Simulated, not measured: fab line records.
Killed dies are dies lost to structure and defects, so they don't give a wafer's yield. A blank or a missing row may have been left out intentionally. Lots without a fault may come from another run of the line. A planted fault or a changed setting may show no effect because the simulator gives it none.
A lot that was struck, set against a sound lot :: flow n5 finfet :: 14 steps out of a route of 1938
Sound: the wafers L778.1, L778.4, L778.5. Wafers struck: L791.2, L791.3, L791.6. Last of all comes the cause.
Each step with rows lists, per side, the tool, then ch with its chambers, then its first start. Under that, the readings that differ: sound wafers :: struck wafers :: difference of the means :: sigmas: that difference in standard deviations of wafers without a fault.
alike: a reading whose means differ by less than 2 such deviations, as well as words and numbers matching on both sides. not compared: withheld readings; readings where some wafer has no value; bounds like >300 that might hide an equal value; numbers whose values overlap and for which the record gives no deviation.
Wherever a step has rows on one side only, a row that says differs or no value, or a row with sigmas, the two part there. Numbers that don't overlap but have no deviation are shown without sigmas and don't part them. A reading that every wafer of one side lacks parts them only if that side has two wafers or more.

first, 2 steps without rows for these wafers: N5_PASSIVATION_DEVELOP_43 (develop time 60 s); N5_PASSIVATION_HARDBAKE_45 (time 120 s).
N5_PASSIVATION_CD_MEAS_44: target cd 40000 nm.
  sound on cd sem-01 ch 0, day 13 11:40; struck on cd sem-01 ch 0, day 17 22:59
  alike: cd nm
N5_PASSIVATION_OVL_MEAS_66:
  sound on overlay-02 ch 0, day 13 11:41; struck on overlay-01 ch 0, day 17 23:01
  alike: PASS_OPEN_OVL
N5_PASSIVATION_INSPECT_67: inspects for defects (macro).
  sound on defect inspect-01, day 13 11:43; struck on defect inspect-02, day 17 23:02
  alike: raw defect count
N5_PASSIVATION_DESCUM_46: chemistry O2, time 7.9 s.
  sound on rie diel-06 ch 0,1,3, day 13 11:45; struck on rie diel-02 ch 0,1,3, day 18 01:20
  alike: drypump motor current A, oes product au, rf vpp V, showerhead plenum p Torr, throttle valve pct
  not compared: rf hours counter h
N5_PASSIVATION_PASS_ETCH_47: etches SiNx in CF4/O2, target depth 770 nm, time 385 s.
  sound on rie diel-06 ch 0,1,3, day 13 11:47; struck on rie diel-02 ch 0,1,3, day 18 01:22
  alike: cf4 flow sccm, drypump motor current A, mfc ar sccm, oes_ar_750_au, oes product au, rf vpp V, showerhead plenum p Torr, throttle valve pct
  not compared: rf hours counter h
N5_PASSIVATION_ETCH_54: etches SiO2 in CHF3/O2, target depth 880 nm, time 440 s.
  sound on rie diel-06 ch 0,1,3, day 13 12:01; struck on rie diel-02 ch 0,1,3, day 18 01:36
  alike: drypump motor current A, mfc ar sccm, oes_ar_750_au, oes product au, rf vpp V, showerhead plenum p Torr, throttle valve pct
  not compared: rf hours counter h
N5_PASSIVATION_STRIP_48: strips in O2.
  sound on rie diel-06 ch 0,1,3, day 13 12:18; struck on rie diel-02 ch 0,1,3, day 18 01:53
  alike: drypump motor current A, oes product au, rf vpp V, showerhead plenum p Torr, throttle valve pct
  not compared: rf hours counter h
then, 3 steps without rows for these wafers: N5_PASSIVATION_STRIP_52 (strips in post etch residue remover, time 1200 s); N5_PASSIVATION_CLEAN_71 (cleans in IPA, time 180 s); N5_PASSIVATION_SRD_72 (time 30 s).
N5_PASSIVATION_ANNEAL_56: time 1800 s.
  struck on furnace-03, day 18 02:25; sound on furnace-03 ch 0, day 13 12:47
  no value came back on the struck wafers for spike tc bottom C (C), spike tc centre C (C); on the sound wafers spike tc bottom C (C) reads 422.3 421.0 420.9
N5_PASSIVATION_PROBE_49:
  the record holds rows for the sound wafers here (prober-01, day 13 14:48) but none for the struck ones

WHERE THEY PART
First at N5_PASSIVATION_ANNEAL_56; last, within this record, at N5_PASSIVATION_PROBE_49.

WHY: what the simulator had put in
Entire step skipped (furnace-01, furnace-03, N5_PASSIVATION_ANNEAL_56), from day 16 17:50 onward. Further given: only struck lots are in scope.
